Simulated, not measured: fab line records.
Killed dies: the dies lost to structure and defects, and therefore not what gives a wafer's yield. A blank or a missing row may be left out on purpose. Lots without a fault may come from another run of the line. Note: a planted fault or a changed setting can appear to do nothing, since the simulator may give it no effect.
Chamber matching :: flow n5_finfet :: 4 sister chambers for N5_BEOL_M9_CMP_52 on cmp-04
The step polishes, stops on SiCOH lowk, t overpolish 7 s, target thk 140 nm. 4 wafers are shown with their chamber, then 7 later ones without.

== WAFERS, EACH WITH ITS CHAMBER ==
wafer: L461.5
chamber: 1
motor_current_A (A): 6.0

wafer: L462.6
chamber: 2
motor_current_A (A): 6.3

wafer: L464.1
chamber: 3
motor_current_A (A): 5.8

wafer: L464.4
chamber: 0
motor_current_A (A): 5.9

== WAFERS WHOSE CHAMBER IS MISSING ==
wafer: L464.6
motor_current_A (A): 6.2

wafer: L466.2
motor_current_A (A): 5.8

wafer: L466.3
motor_current_A (A): 5.7

wafer: L466.4
motor_current_A (A): 6.7

wafer: L468.2
motor_current_A (A): 5.9

wafer: L468.3
motor_current_A (A): 6.3

wafer: L468.4
motor_current_A (A): 5.6

== WHICH CHAMBER EACH ONE RAN IN ==
wafer: L464.6
from the rows above: can't be placed: 2 or 1 or 0 or 3
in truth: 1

wafer: L466.2
from the rows above: can't be placed: 3 or 0 or 1
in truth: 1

wafer: L466.3
from the rows above: can't be placed: 3 or 0 or 1
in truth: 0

wafer: L466.4
from the rows above: can't be placed: 2 or 1
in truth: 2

wafer: L468.2
from the rows above: can't be placed: 0 or 1 or 3
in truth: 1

wafer: L468.3
from the rows above: can't be placed: 2 or 1
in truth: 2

wafer: L468.4
from the rows above: can't be placed: 3 or 0 or 1
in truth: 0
Correctly placed: 0 of 7. These rows do not allow placing 7 (true chamber among the candidates in 7). Wrongly placed: 0.
How it was worked out, from the rows above alone: a wafer's distance from a chamber is the root of the sum, over the readings, of the square of ((its reading less the chamber's mean) divided by the reading's scatter). The wafer belongs to the nearest chamber; if the next one is less than 2 further off, it can't be placed. The mean given for a chamber averages the wafers shown for that chamber. The scatter: root of mean squared gap, hidden wafer to nearest shown wafer, with one shown wafer a chamber.
